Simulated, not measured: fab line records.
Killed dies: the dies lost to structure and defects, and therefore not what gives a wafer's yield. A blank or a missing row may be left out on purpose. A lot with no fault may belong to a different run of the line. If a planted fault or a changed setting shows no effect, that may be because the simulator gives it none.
fab line records	flow n5Finfet
record: lots: 7	wafers: 39
route steps=1938 shown FIN_SAQP@125 DUMMY_GATE@237 SD_EPI_N@281 HKMG_FIN@438 GATE_CUT@501 MOL_CONTACT_COAG@570
startH: the number of hours between the record's first day and the start of the first shown wafer of the lot	waitH: how many hours have passed since the lot's step before this one	" identical to the entry in the row above	L1.1+2: a single row standing in for several wafers	- value missing, or start not given	* or withheld: withheld	< > ~ a bound
route shown NAME@n: a module of which the file shows steps, and the number in the route of the first	usual: the fault-free wafers' mean and standard deviation	same: alike in all rows	chamber/n: place in a boat	sites: readings site by site	_std_site: standard deviation across them	_edge_site: mean of outer sites minus mean of inner sites	radiusMm: for every site, how far away it sits from the centre of the wafer	mask NAME#n: copy n	behind: the most recent tool/chamber to have shaped the wafer	hold: why the lot was held/for how many hours/how that ended	device: the transistor (n, p or np) that didn't switch	end of line: tests of these same wafers at the route's end	for a step that has no rows: nothing shown but its recipe	killed: count of dies lost to structure and defects at first sort (not the wafer's yield)	map: the dies of a wafer, with x for killed, . for not killed, _ for no die there
set.NAME: the setting the step ran with; set.NAME@STEP: the setting that earlier step ran with	model.NAME: the simulator's own value behind a step, which no gauge read
lots with deliberately changed settings; one table per step, one row per wafer
== steps ==
step: N5_FIN_SAQP_SPACER1_ALD_24
recipe: material: SiO2	targetThkA: 203	tempC: 300	aldPrecursorFamily: BDEAS	aldCoReactant: O2-plasma	pulseTimeS: 1	purgeTimeS: 2	coReactantPurgeTimeS: 2	aldCycles: 218	pressureTorr: 2
lot.wafer	tool	chamber	startH	waitH	set.aldCycles	model.SiO2_of_FIN_SAQP_SPACER1_ALD_24.thkNm
L078.1+4	aldSin-02	2,0	47.01	0.3	187	17.4
L078.2+3+5	"	1,3,2	"	"	218	20.2
L078.6	"	1	"	"	187	17.2
L082.1+2+4	aldSin-02	0,2,1	72.93	0.6	188	17.4
L082.3+6	"	3	"	"	218	20.2
L082.5	"	2	"	"	218	20.4
L087.2+3+6	aldSin-04	2,3,0	102.03	0.3	218	20.4
L090.1+6	aldSin-04	0,3	126.86	0.5	230	21.6
L090.2+3+4	"	2,3,2	"	"	218	20.4
L090.5	"	0	"	"	230	21.4
L092.1	aldSin-02	2	132.58	0.3	218	20.4
L092.2+6	"	1,0	"	"	218	20.2
L092.3+4+5	"	3,0,3	"	"	235	22
L094.1+6	aldSin-04	2,1	145.49	0.3	228	21.4
L094.2	"	0	"	"	218	20.2
L094.3+5	"	3,2	"	"	218	20.4
L094.4	"	1	"	"	228	21.2
L097.1+3+5	aldSin-02	1,0,0	161.81	0.3	218	20.2
L097.2+4+6	"	2,2,1	"	"	218	20.4
step: N5_FIN_SAQP_SPACER1_ETCHBACK_25
recipe: chemistry: CHF3/O2	mode: anisotropicEtchback	target: SiO2	targetDepthA: 244	timeS: 12.2	pressureMtorr: 30	sourceW: 650	biasW: 170	Ar_flow_sccm: 200	CHF3_flow_sccm: 50	O2_flow_sccm: 5	ionEnergyEv: 200
step: N5_FIN_SAQP_MANDREL1_REMOVE_56
recipe: chemistry: HBr/Cl2/O2	btTimeS: 10	target: a-Si	stopOn: SiNx	endpoint: OES-SiCl	overEtchFrac: 1	icpW: 600	biasW: 22	HBr_flow_sccm: 150	Cl2_flow_sccm: 80	O2_flow_sccm: 5	pressureMtorr: 10
lot.wafer	tool	chamber	startH	waitH	set.aldCycles@FIN_SAQP_SPACER1_ALD_24	model.FIN_SAQP.cdNm
L078.1	rieSi-03	3	47.81	0.1	187	17.6
L078.2+3	"	1,2	"	"	218	20.2
L078.4+6	"	0,3	"	"	187	17.4
L078.5	"	0	"	"	218	20.4
L082.1+2+4	rieSi-03	1,2,0	73.90	0.1	188	17.4
L082.3+6	"	3,2	"	"	218	20.2
L082.5	"	1	"	"	218	20.4
L087.2+3+6	rieSi-03	3,2,3	102.91	0.1	218	20.4
L090.1+5+6	rieSi-02	2,3,0	127.85	0.1	230	21.6
L090.2+3+4	"	3,0,1	"	"	218	20.4
L092.1+6	rieSi-02	3,1	133.65	0.1	218	20.4
L092.2	"	1	"	"	218	20.2
L092.3+4+5	"	0,2,2	"	"	235	22
L094.1+4+6	rieSi-03	2,0,2	146.34	0.1	228	21.2
L094.2+5	"	1,3	"	"	218	20.2
L094.3	"	3	"	"	218	20.4
L097.1	rieSi-03	2	162.68	0.1	218	20.2
L097.2+3+4+5+6	"	0,3,1,0,3	"	"	218	20.4
step: N5_FIN_SAQP_CD_MEAS_27
recipe: targetCdNm: 20	landingEnergyEv: 1000	detector: seInlens	polarity: line
usual: cdNm: 20.33/0.23
lot.wafer	tool	chamber	startH	waitH	set.aldCycles@FIN_SAQP_SPACER1_ALD_24	cdNm
L078.1	cdSem-01	0	47.92	0.1	187	17.73
L078.2	"	0	"	"	218	20.27
L078.3	"	0	"	"	218	20.18
L078.4	"	0	"	"	187	17.46
L078.5	"	0	"	"	218	20.24
L078.6	"	0	"	"	187	17.20
L082.1	cdSem-02	0	74.01	0.1	188	17.36
L082.2	"	0	"	"	188	17.56
L082.3	"	0	"	"	218	19.97
L082.4	"	0	"	"	188	17.59
L082.5	"	0	"	"	218	20.28
L082.6	"	0	"	"	218	20.51
L087.2	cdSem-02	0	103.02	0.1	218	20.43
L087.3	"	0	"	"	218	20.26
L087.6	"	0	"	"	218	20.36
L090.1	cdSem-01	0	127.96	0.1	230	21.80
L090.2	"	0	"	"	218	20.54
L090.3	"	0	"	"	218	20.07
L090.4	"	0	"	"	218	20.45
L090.5	"	0	"	"	230	21.59
L090.6	"	0	"	"	230	21.68
L092.1	cdSem-02	0	133.76	0.1	218	19.99
L092.2	"	0	"	"	218	20.03
L092.3	"	0	"	"	235	22.03
L092.4	"	0	"	"	235	22.13
L092.5	"	0	"	"	235	21.64
L092.6	"	0	"	"	218	20.41
L094.1	cdSem-01	0	146.45	0.1	228	20.92
L094.2	"	0	"	"	218	19.88
L094.3	"	0	"	"	218	20.58
L094.4	"	0	"	"	228	21.43
L094.5	"	0	"	"	218	19.94
L094.6	"	0	"	"	228	21.11
L097.1	cdSem-01	0	162.79	0.1	218	19.99
L097.2	"	0	"	"	218	20.38
L097.3	"	0	"	"	218	20.52
L097.4	"	0	"	"	218	20.29
L097.5	"	0	"	"	218	20.68
L097.6	"	0	"	"	218	20.11
step: N5_DUMMY_GATE_ETCH_37
recipe: chemistry: N2/H2	target: SOC	targetDepthA: 600	overetchA: 300	tempC: 40	ionEnergyEv: 200	pressureMtorr: 30	sourceW: 840	biasW: 150	n2FlowSccm: 200	h2FlowSccm: 200
usual: rfVppV: 523.8/2.9
lot.wafer	tool	chamber	startH	waitH	set.sourceW	rfVppV
L078.1	rieDiel-02	0	70.07	0.0	840	519.1
L078.2	"	1	"	"	840	528.2
L078.3	"	3	"	"	840	524.8
L078.4	"	2	"	"	840	523.1
L078.5	"	3	"	"	840	527.0
L078.6	"	2	"	"	840	522.2
L082.1	rieDiel-02	2	99.50	0.0	922.8	504.7
L082.2	"	0	"	"	840	520.0
L082.3	"	1	"	"	922.8	510.8
L082.4	"	3	"	"	922.8	509.9
L082.5	"	3	"	"	840	526.5
L082.6	"	0	"	"	840	518.9
L087.2	rieDiel-05	1	125.58	0.0	840	525.8
L087.3	"	2	"	"	840	523.1
L087.6	"	3	"	"	840	521.2
L090.1	rieDiel-06	0	149.35	0.0	977.3	500.3
L090.2	"	1	"	"	840	520.4
L090.3	"	2	"	"	840	524.6
L090.4	"	3	"	"	977.3	496.3
L090.5	"	0	"	"	840	526.8
L090.6	"	3	"	"	977.3	495.8
L092.1	rieDiel-05	0	157.25	0.0	840	523.7
L092.2	"	3	"	"	840	518.2
L092.3	"	1	"	"	840	527.0
L092.4	"	2	"	"	840	521.7
L092.5	"	2	"	"	840	523.4
L092.6	"	3	"	"	840	519.5
L094.1	rieDiel-05	3	170.27	0.0	775.2	534.6
L094.2	"	1	"	"	775.2	540.9
L094.3	"	2	"	"	840	523.2
L094.4	"	3	"	"	840	520.4
L094.5	"	2	"	"	775.2	538.1
L094.6	"	1	"	"	840	526.3
L097.1	rieDiel-02	3	189.19	0.0	840	526.1
L097.2	"	0	"	"	840	528.1
L097.3	"	1	"	"	840	527.1
L097.4	"	3	"	"	840	525.9
L097.5	"	1	"	"	840	526.2
L097.6	"	0	"	"	840	527.5
step: N5_DUMMY_GATE_ETCH_32
recipe: chemistry: CF4	target: SiO2	targetDepthA: 35	timeS: 3.9	ionEnergyEv: 350	pressureMtorr: 10	icpW: 800	biasW: 400	cf4FlowSccm: 80
lot.wafer	tool	chamber	startH	waitH	set.timeS	model.etch.depthNm
L078.1	rieSi-05	1	70.59	0.1	3.9	3.438
L078.2	"	0	"	"	3.9	3.418
L078.3	"	2	"	"	4.422	3.907
L078.4	"	3	"	"	4.422	3.967
L078.5	"	3	"	"	4.422	3.915
L078.6	"	2	"	"	3.9	3.492
L082.1	rieSi-01	1	100.10	0.1	3.554	3.19
L082.2	"	0	"	"	3.554	3.241
L082.3	"	3	"	"	3.554	3.187
L082.4	"	2	"	"	3.9	3.532
L082.5	"	0	"	"	3.9	3.546
L082.6	"	1	"	"	3.9	3.564
L087.2	rieSi-04	1	126.13	0.1	3.9	3.48
L087.3	"	0	"	"	3.9	3.459
L087.6	"	3	"	"	3.9	3.469
L090.1	rieSi-05	2	150.05	0.1	3.398	3.025
L090.2	"	3	"	"	3.398	3.019
L090.3	"	1	"	"	3.9	3.485
L090.4	"	0	"	"	3.9	3.45
L090.5	"	1	"	"	3.398	3.035
L090.6	"	2	"	"	3.9	3.499
L092.1	rieSi-04	1	157.77	0.1	3.9	3.471
L092.2	"	3	"	"	3.288	2.919
L092.3	"	0	"	"	3.288	2.926
L092.4	"	2	"	"	3.9	3.504
L092.5	"	1	"	"	3.9	3.489
L092.6	"	2	"	"	3.288	2.941
L094.1	rieSi-05	1	170.79	0.1	3.9	3.479
L094.2	"	0	"	"	3.9	3.428
L094.3	"	2	"	"	3.9	3.464
L094.4	"	3	"	"	3.9	3.499
L094.5	"	2	"	"	3.9	3.477
L094.6	"	3	"	"	3.9	3.515
L097.1	rieSi-05	1	189.71	0.1	3.4	2.995
L097.2	"	2	"	"	3.9	3.453
L097.3	"	0	"	"	3.9	3.452
L097.4	"	1	"	"	3.4	3.017
L097.5	"	0	"	"	3.9	3.451
L097.6	"	2	"	"	3.4	3.046
step: N5_SD_EPI_N_SD_RECESS_17
recipe: chemistry: HBr/Cl2/O2	targetDepthA: 410	maskMaterial: SOC	timeS: 23.7	btTimeS: 3	pressureMtorr: 10	icpW: 800	biasW: 112	HBr_flow_sccm: 150	Cl2_flow_sccm: 80	O2_flow_sccm: 12
lot.wafer	tool	chamber	startH	waitH	set.timeS	model.etch.depthNm	model.SD_EPI_N.featureDepthNm	model.Si_of_WELL_APT_EPI_41.thkNm
L078.1	rieSi-02	3	73.83	0.0	23.7	40.79	40.8	8.4
L078.2	"	2	"	"	25.43	44.48	44.4	4.2
L078.3	"	1	"	"	25.43	43.91	44	5.4
L078.4	"	3	"	"	25.43	43.83	43.8	5.2
L078.5	"	1	"	"	23.7	41.2	41.2	8
L078.6	"	2	"	"	23.7	41.38	41.4	7.2
L082.1	rieSi-02	1	102.48	0.0	23.7	40.74	40.8	8.4
L082.2	"	3	"	"	25.66	44.53	44.6	4.2
L082.3	"	2	"	"	25.66	44.7	44.6	4.4
L082.4	"	0	"	"	25.66	44.74	44.8	4.2
L082.5	"	1	"	"	23.7	40.61	40.6	8
L082.6	"	0	"	"	23.7	41.97	42	7.4
L087.2	rieSi-03	2	129.66	0.0	23.7	40.96	41	10
L087.3	"	0	"	"	23.7	40.78	40.8	9.8
L087.6	"	3	"	"	23.7	41.73	41.8	9
L090.1	rieSi-06	3	152.31	0.0	23.7	40.39	40.4	9.4
L090.2	"	1	"	"	25.37	43.65	43.6	6.4
L090.3	"	0	"	"	25.37	44.22	44.2	6.2
L090.4	"	2	"	"	23.7	41.33	41.4	8.6
L090.5	"	1	"	"	23.7	40.89	40.8	8.8
L090.6	"	2	"	"	25.37	44.28	44.2	5
L092.1	rieSi-03	2	160.30	0.0	23.7	40.48	40.4	9.2
L092.2	"	3	"	"	25.13	43.76	43.8	5.8
L092.3	"	0	"	"	23.7	40.5	40.4	9.2
L092.4	"	1	"	"	23.7	40.57	40.6	9.4
L092.5	"	1	"	"	25.13	43.47	43.4	6.2
L092.6	"	2	"	"	25.13	42.97	43	6.2
L094.1	rieSi-02	3	173.75	0.0	23.7	41.12	41.2	7.8
L094.2	"	0	"	"	23.7	42.12	42.2	6.6
L094.3	"	1	"	"	23.7	41.03	41	7.4
L094.4	"	2	"	"	23.7	41.25	41.2	7.6
L094.5	"	0	"	"	23.7	41.96	42	6.8
L094.6	"	1	"	"	23.7	40.67	40.6	7.4
L097.1	rieSi-06	1	192.68	0.0	23.7	41.44	41.4	8.4
L097.2	"	3	"	"	24.87	43.54	43.6	6
L097.3	"	0	"	"	23.7	41.66	41.6	8.6
L097.4	"	2	"	"	23.7	41.94	42	8
L097.5	"	2	"	"	24.87	43.89	43.8	5.6
L097.6	"	3	"	"	24.87	43.35	43.4	6.8
step: N5_SD_EPI_N_STRIP_38
recipe: chemistry: N2/H2	powerW: 1000	tempC: 250	h2Frac: 0.65	overashFraction: 0.3	pressureMtorr: withheld	n2FlowSccm: 1750	h2FlowSccm: 3250
step: N5_SD_EPI_N_WET_ETCH_43
recipe: chemistry: dHF	dilution: withheld	timeS: 14	target: SiO2	targetDepthA: 15	tempC: 25
step: N5_SD_EPI_N_STRIP_18
recipe: chemistry: SPM	timeS: 750	tempC: 130	h2so4H2o2VolRatio: 4
lot.wafer	tool	chamber	startH	waitH	set.timeS@SD_EPI_N_SD_RECESS_17	model.Si_of_WELL_APT_EPI_41.thkNm
L078.1	wetBench-04	0	74.02	0.0	23.7	8
L078.2	"	3	"	"	25.43	3.8
L078.3	"	6	"	"	25.43	5
L078.4	"	7	"	"	25.43	4.8
L078.5	"	4	"	"	23.7	7.6
L078.6	"	5	"	"	23.7	6.8
L082.1	wetBench-06	2	102.67	0.0	23.7	8
L082.2+3	"	0,4	"	"	25.66	4
L082.4	"	3	"	"	25.66	3.8
L082.5	"	1	"	"	23.7	7.6
L082.6	"	5	"	"	23.7	7
L087.2	wetBench-01	0	129.85	0.0	23.7	9.8
L087.3	"	4	"	"	23.7	9.6
L087.6	"	5	"	"	23.7	8.6
L090.1	wetBench-04	1	152.50	0.0	23.7	9
L090.2	"	2	"	"	25.37	6.2
L090.3	"	7	"	"	25.37	5.8
L090.4	"	0	"	"	23.7	8.2
L090.5	"	5	"	"	23.7	8.4
L090.6	"	6	"	"	25.37	4.6
L092.1+3	wetBench-06	5,3	160.49	0.0	23.7	8.8
L092.2	"	0	"	"	25.13	5.4
L092.4	"	2	"	"	23.7	9
L092.5+6	"	4,1	"	"	25.13	5.8
L094.1	wetBench-06	0	173.94	0.0	23.7	7.4
L094.2	"	3	"	"	23.7	6.2
L094.3+6	"	4,1	"	"	23.7	7
L094.4	"	5	"	"	23.7	7.2
L094.5	"	2	"	"	23.7	6.4
L097.1+3	wetBench-06	5,3	192.87	0.0	23.7	8.2
L097.2	"	2	"	"	24.87	5.6
L097.4	"	6	"	"	23.7	7.6
L097.5	"	4	"	"	24.87	5.2
L097.6	"	7	"	"	24.87	6.4
step: N5_HKMG_FIN_ETCH_35
recipe: chemistry: N2/H2	target: SOC	targetDepthA: 2158	ionEnergyEv: 65	biasW: 5	sourceW: 3000	timeS: 243.4	pressureMtorr: 30	n2FlowSccm: 200	h2FlowSccm: 200
lot.wafer	tool	chamber	startH	waitH	set.targetDepthA	model.SOC_of_HKMG_FIN_COAT_29.thkNm	model.HKMG_FIN.featureDepthNm	model.etch.depthNm
L078.1	rieDiel-01	0	100.60	0.0	2158	80.8	217.4	217.4
L078.2	"	3	"	"	1934	103.6	194.8	194.8
L078.3	"	1	"	"	2158	80.6	217.8	217.7
L078.4	"	2	"	"	1934	103.8	193.8	193.8
L078.5	"	2	"	"	1934	105.8	193	192.9
L078.6	"	1	"	"	2158	82	217.4	217.4
L082.1	rieDiel-04	0	135.44	0.0	1997	105.4	195.6	195.6
L082.2	"	3	"	"	1997	104	196.4	196.3
L082.3	"	2	"	"	2158	84	218	218.1
L082.4	"	1	"	"	2158	85.2	216.2	216.3
L082.5	"	1	"	"	1997	101.4	200	200
L082.6	"	2	"	"	2158	85.6	215.4	215.4
L087.2	rieDiel-01	3	157.60	0.0	2158	84.4	216	216.1
L087.3	"	0	"	"	2158	86.8	214	214
L087.6	"	0	"	"	2158	85.6	215	215.1
L090.1	rieDiel-04	2	181.42	0.0	2158	87.8	212.4	212.5
L090.2	"	0	"	"	2158	90.6	210.2	210.1
L090.3	"	1	"	"	2281	75.6	225.6	225.6
L090.4	"	1	"	"	2158	87.8	213	213
L090.5	"	0	"	"	2281	80.2	220	220
L090.6	"	2	"	"	2281	76.8	223.6	223.6
L092.1	rieDiel-03	3	193.89	0.0	2158	86.2	214	214
L092.2	"	0	"	"	2071	95.4	205.4	205.5
L092.3	"	2	"	"	2071	101.8	198.6	198.7
L092.4	"	3	"	"	2158	88.2	211.8	211.7
L092.5	"	2	"	"	2071	100.8	198.8	198.8
L092.6	"	0	"	"	2158	86.6	213	213
L094.1	rieDiel-03	3	201.65	0.0	2267	75	224.6	224.6
L094.2	"	0	"	"	2267	74.2	225.2	225.2
L094.3	"	2	"	"	2267	79.4	219.8	219.9
L094.4	"	0	"	"	2158	84.4	215.4	215.5
L094.5	"	2	"	"	2158	89.6	210.6	210.7
L094.6	"	3	"	"	2158	87.4	213	212.9
L097.1	rieDiel-01	1	219.05	0.0	1889	108	190.8	190.9
L097.2	"	0	"	"	1889	111.4	188.8	188.8
L097.3	"	3	"	"	2158	83.6	215.4	215.4
L097.4	"	2	"	"	1889	113.4	185.4	185.5
L097.5	"	2	"	"	2158	85.2	213.8	213.8
L097.6	"	3	"	"	2158	82	218.8	218.7
step: N5_GATE_CUT_CUT_ETCH_54
recipe: chemistry: Cl2/BCl3	target: TiN	maskMaterial: SiO2	targetDepthA: 967	pressureMtorr: 10	icpW: 1000	biasW: 126	Cl2_flow_sccm: 53.25	bcl3FlowSccm: 21.75	Ar_flow_sccm: 25	ends: cleared
usual: etchRfOnTimeS: 36.6/0.46
lot.wafer	tool	chamber	startH	waitH	set.icpW	etchRfOnTimeS
L078.1	rieMetal-03	0	108.99	0.0	896.7	39.6
L078.2	"	1	"	"	1000	36.6
L078.3	"	1	"	"	896.7	40.3
L078.4	"	0	"	"	1000	36.0
L078.5	"	0	"	"	896.7	40.0
L078.6	"	1	"	"	1000	36.7
L082.1	rieMetal-02	0	143.88	0.0	1090	34.8
L082.2	"	1	"	"	1000	36.3
L082.3	"	0	"	"	1090	34.5
L082.4	"	1	"	"	1000	36.3
L082.5	"	1	"	"	1000	35.9
L082.6	"	0	"	"	1090	34.3
L087.2	rieMetal-02	1	167.04	0.0	1000	36.0
L087.3	"	1	"	"	1000	36.2
L087.6	"	0	"	"	1000	37.5
L090.1	rieMetal-01	0	192.82	0.0	1000	36.4
L090.2	"	1	"	"	825.4	43.7
L090.3	"	1	"	"	825.4	43.6
L090.4	"	0	"	"	825.4	43.6
L090.5	"	0	"	"	1000	36.7
L090.6	"	1	"	"	1000	36.7
L092.1	rieMetal-01	1	202.23	0.0	1000	36.4
L092.2	"	0	"	"	1000	36.2
L092.3	"	0	"	"	1000	36.3
L092.4	"	1	"	"	1000	36.7
L092.5	"	1	"	"	1000	36.3
L092.6	"	0	"	"	1000	36.4
L094.1	rieMetal-02	1	211.48	0.0	1000	35.8
L094.2	"	0	"	"	1000	36.8
L094.3	"	0	"	"	1079	34.2
L094.4	"	1	"	"	1000	35.9
L094.5	"	1	"	"	1079	33.4
L094.6	"	0	"	"	1079	34.4
L097.1	rieMetal-02	0	227.49	0.0	911.1	39.7
L097.2	"	1	"	"	1000	35.8
L097.3	"	1	"	"	911.1	38.8
L097.4	"	0	"	"	1000	37.1
L097.5	"	1	"	"	911.1	39.0
L097.6	"	0	"	"	1000	36.6
step: N5_MOL_CONTACT_COAG_EXPOSE_81
recipe: maskId: VG	na: 0.33	sourceShape: annular	sigmaInner: 0.3	sigmaOuter: 0.7	polarization: unpolarized	defocusNm: 0	doseMj: 59.5
lot.wafer	tool	chamber	startH	waitH	mask	set.doseMj
L078.1+2+6	euvScanner-01	0	121.77	-	VG#0	57.69
L078.3+4+5	"	0	"	"	VG#0	59.5
L082.1+4+5	euvScanner-01	0	157.37	-	VG#0	59.5
L082.2+3+6	"	0	"	"	VG#0	62.72
L087.2+3+6	euvScanner-02	0	184.71	-	VG#0	59.5
L090.1+2+3+4+5+6	euvScanner-02	0	207.74	-	VG#0	59.5
L092.1+3+6	euvScanner-02	0	215.99	-	VG#0	61.78
L092.2+4+5	"	0	"	"	VG#0	59.5
L094.1+2+6	euvScanner-01	0	224.95	-	VG#0	59.5
L094.3+4+5	"	0	"	"	VG#0	61.45
L097.1+3+6	euvScanner-01	0	240.58	-	VG#0	59.5
L097.2+4+5	"	0	"	"	VG#0	61.54
step: N5_MOL_CONTACT_COAG_PEB_82
recipe: pebTempC: 100	pebTimeS: 60	resist: CAR-EUV
step: N5_MOL_CONTACT_COAG_DEVELOP_83
recipe: developTimeS: 30	developer: TMAH	resist: CAR-EUV	rinseLiquid: surfactantRinse	dry: airSpin	devTempC: 23
step: N5_MOL_CONTACT_COAG_PRECLEAN_144
recipe: chemistry: alkalineClean	tempC: 60	timeS: 60	doPpb: 50
step: N5_MOL_CONTACT_COAG_SRD_145
recipe: dry: ipaMarangoni	timeS: 30	tempC: 23	rinseLiquid: diw
step: N5_MOL_CONTACT_COAG_CD_MEAS_137
recipe: targetCdNm: 16
usual: cdNm: 15.94/0.25
lot.wafer	tool	chamber	startH	waitH	set.doseMj@MOL_CONTACT_COAG_EXPOSE_81	cdNm
L078.1	cdSem-03	-	122.84	0.0	57.69	15.21
L078.2	"	-	"	"	57.69	15.09
L078.3	"	-	"	"	59.5	16.00
L078.4	"	-	"	"	59.5	16.42
L078.5	"	-	"	"	59.5	15.78
L078.6	"	-	"	"	57.69	15.31
L082.1	cdSem-01	-	158.45	0.0	59.5	15.95
L082.2	"	-	"	"	62.72	17.15
L082.3	"	-	"	"	62.72	17.29
L082.4	"	-	"	"	59.5	15.91
L082.5	"	-	"	"	59.5	16.09
L082.6	"	-	"	"	62.72	16.91
L087.2	cdSem-01	-	186.05	0.0	59.5	16.02
L087.3	"	-	"	"	59.5	16.41
L087.6	"	-	"	"	59.5	16.17
L090.1	cdSem-03	-	209.06	0.0	59.5	16.47
L090.2	"	-	"	"	59.5	15.92
L090.3	"	-	"	"	59.5	15.89
L090.4	"	-	"	"	59.5	15.92
L090.5	"	-	"	"	59.5	16.17
L090.6	"	-	"	"	59.5	16.22
L092.1	cdSem-01	-	217.33	0.0	61.78	16.58
L092.2	"	-	"	"	59.5	15.97
L092.3	"	-	"	"	61.78	16.63
L092.4	"	-	"	"	59.5	16.03
L092.5	"	-	"	"	59.5	16.36
L092.6	"	-	"	"	61.78	17.02
L094.1	cdSem-01	-	226.03	0.0	59.5	16.05
L094.2	"	-	"	"	59.5	15.96
L094.3	"	-	"	"	61.45	16.81
L094.4	"	-	"	"	61.45	16.66
L094.5	"	-	"	"	61.45	16.56
L094.6	"	-	"	"	59.5	15.48
L097.1	cdSem-01	-	242.52	0.0	59.5	16.01
L097.2	"	-	"	"	61.54	16.56
L097.3	"	-	"	"	59.5	16.28
L097.4	"	-	"	"	61.54	16.45
L097.5	"	-	"	"	61.54	16.71
L097.6	"	-	"	"	59.5	16.11
== key ==
split: step: N5_FIN_SAQP_SPACER1_ALD_24	setting: aldCycles	stated: 218	by: wafer
response: step: N5_FIN_SAQP_SPACER1_ALD_24	reading: model.SiO2_of_FIN_SAQP_SPACER1_ALD_24.thkNm	change: +0.208	per: 1%	r: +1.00
response: step: N5_FIN_SAQP_MANDREL1_REMOVE_56	reading: model.FIN_SAQP.cdNm	change: +0.205	per: 1%	r: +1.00
response: step: N5_FIN_SAQP_CD_MEAS_27	reading: cdNm	change: +0.205	per: 1%	r: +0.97
split: step: N5_DUMMY_GATE_ETCH_37	setting: sourceW	stated: 840	by: wafer
response: step: N5_DUMMY_GATE_ETCH_37	reading: rfVppV	change: -1.6	per: 1%	r: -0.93
split: step: N5_DUMMY_GATE_ETCH_32	setting: timeS	stated: 3.9	by: wafer
response: step: N5_DUMMY_GATE_ETCH_32	reading: model.etch.depthNm	change: +0.0355	per: 1%	r: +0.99
split: step: N5_SD_EPI_N_SD_RECESS_17	setting: timeS	stated: 23.7	by: wafer
response: step: N5_SD_EPI_N_SD_RECESS_17	reading: model.etch.depthNm	change: +0.431	per: 1%	r: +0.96
response: step: N5_SD_EPI_N_SD_RECESS_17	reading: model.SD_EPI_N.featureDepthNm	change: +0.431	per: 1%	r: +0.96
response: step: N5_SD_EPI_N_SD_RECESS_17	reading: model.Si_of_WELL_APT_EPI_41.thkNm	change: -0.446	per: 1%	r: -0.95
response: step: N5_SD_EPI_N_STRIP_18	reading: model.Si_of_WELL_APT_EPI_41.thkNm	change: -0.443	per: 1%	r: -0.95
split: step: N5_HKMG_FIN_ETCH_35	setting: targetDepthA	stated: 2158	by: wafer
response: step: N5_HKMG_FIN_ETCH_35	reading: model.SOC_of_HKMG_FIN_COAT_29.thkNm	change: -2.27	per: 1%	r: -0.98
response: step: N5_HKMG_FIN_ETCH_35	reading: model.HKMG_FIN.featureDepthNm	change: +2.28	per: 1%	r: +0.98
response: step: N5_HKMG_FIN_ETCH_35	reading: model.etch.depthNm	change: +2.28	per: 1%	r: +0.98
split: step: N5_GATE_CUT_CUT_ETCH_54	setting: icpW	stated: 1000	by: wafer
response: step: N5_GATE_CUT_CUT_ETCH_54	reading: etchRfOnTimeS	change: *	per: 1%	r: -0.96
split: step: N5_MOL_CONTACT_COAG_EXPOSE_81	setting: doseMj	stated: 59.5	by: wafer
response: step: N5_MOL_CONTACT_COAG_CD_MEAS_137	reading: cdNm	change: +0.204	per: 1%	r: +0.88
